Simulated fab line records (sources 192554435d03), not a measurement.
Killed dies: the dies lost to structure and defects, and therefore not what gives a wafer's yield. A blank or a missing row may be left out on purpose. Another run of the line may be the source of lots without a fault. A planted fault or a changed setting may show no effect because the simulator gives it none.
Check for tools in common	flow n5_finfet	Sampled: 9 lots, 27 wafers

== REASON FOR OPENING ==
Of 9 lots, 2 have the reading VT_P_LVT flagged at N5_BEOL_M4_RC_MEAS_101. Wafers without a fault read -98.0 mV, standard deviation 2.7.
Rule: flag the lot when none of its wafers has a number, or when each of its wafers that has one lies beyond 4 standard deviations from that mean. All remaining lots are regarded as sound.

lot	measured	on	VT_P_LVT (mV), wafer by wafer	flag
L782	day 10 01:01	prober-02	-93.4 -94.9 -89.8	
L781	day 10 13:41	prober-01	-99.1 -95.9 -93.2	
L785	day 10 20:47	prober-01	-142.7 -142.6 -143.2	FLAGGED
L786	day 11 08:43	prober-02	-142.5 -142.6 -139.8	FLAGGED
L794	day 12 20:28	prober-01	-100.1 -98.8 -100.8	
L795	day 13 12:35	prober-02	-97.2 -95.3 -93.8	
L796	day 13 19:41	prober-02	-103.7 -103.1 -102.1	
L798	day 14 01:23	prober-01	-100.3 -99.7 -94.7	
L797	day 14 04:28	prober-01	-95.6 -96.3 -95.3	
The numbers of the flagged lots are -142.2 mV on average: -44.2 mV against the usual, or -16 standard deviations.

== WHICH TOOL RAN EACH LOT ==
Before the reading, the record contains 2 process steps out of a 1938-step route. Each cell gives the tool, then ch followed by the chambers the sampled wafers passed through, then the start.
lot	flag	N5_HKMG_FIN_STRIP_57	N5_HKMG_FIN_ALD_36
L782		rie_diel-02 ch 0,2,3, day 5 18:56	ald_metal-03 ch 2,3, day 5 20:47
L781		rie_diel-02 ch 0,2, day 5 16:01	ald_metal-03 ch 0,2,3, day 5 17:52
L785	FLAGGED	rie_diel-01 ch 1,2, day 6 14:12	ald_metal-03 ch 1,2,3, day 6 16:03
L786	FLAGGED	rie_diel-01 ch 0,2, day 6 20:46	ald_metal-01 ch 0,1,3, day 6 22:36
L794		rie_diel-02 ch 0,2, day 8 20:22	ald_metal-02 ch 1,2, day 8 22:18
L795		rie_diel-05 ch 1,2,3, day 8 23:26	ald_metal-02 ch 1,2,3, day 9 01:19
L796		rie_diel-05 ch 0,1,3, day 9 03:20	ald_metal-03 ch 0,3, day 9 05:25
L798		rie_diel-05 ch 1,2,3, day 9 20:23	ald_metal-02 ch 0,2,3, day 9 22:19
L797		rie_diel-01 ch 2,3, day 9 15:17	ald_metal-01 ch 0,2,3, day 9 17:09
What these steps do:
- N5_HKMG_FIN_STRIP_57: strips in CF4.
- N5_HKMG_FIN_ALD_36: deposits TiN, target thk 1 nm, pulse time 1 s, purge time 3 s.
- N5_BEOL_M4_RC_MEAS_101

== FLAGGED AGAINST TOTAL, ONE TOOL AT A TIME (gauges that did the reading follow at the end) ==
step	tool	lots run	flagged	share of the flagged lots	sound lots run after its first flagged lot
N5_HKMG_FIN_STRIP_57	rie_diel-01	3	2	all	1 (L797)
N5_HKMG_FIN_STRIP_57	rie_diel-02	3	0	none	-
N5_HKMG_FIN_STRIP_57	rie_diel-05	3	0	none	-
N5_HKMG_FIN_ALD_36	ald_metal-01	2	1	some	1 (L797)
N5_HKMG_FIN_ALD_36	ald_metal-02	3	0	none	-
N5_HKMG_FIN_ALD_36	ald_metal-03	4	1	some	1 (L796)
N5_BEOL_M4_RC_MEAS_101	prober-01	5	1	some	3 (L794,L798,L797)
N5_BEOL_M4_RC_MEAS_101	prober-02	4	1	some	2 (L795,L796)

== WHAT IS ALLOWED BY THE TABLE ==
All flagged lots share 1 row of the table, namely rie_diel-01 at N5_HKMG_FIN_STRIP_57.
- rie_diel-01 at N5_HKMG_FIN_STRIP_57 ran 3 lots, 2 of them flagged. Sound lots followed the first flagged one (L797) on it, something a lasting fault affecting the whole tool could not allow.
None of the table's rows ran every flagged lot and, after the first, no sound lot.

== WHAT WAS PUT IN BY THE SIMULATOR ==
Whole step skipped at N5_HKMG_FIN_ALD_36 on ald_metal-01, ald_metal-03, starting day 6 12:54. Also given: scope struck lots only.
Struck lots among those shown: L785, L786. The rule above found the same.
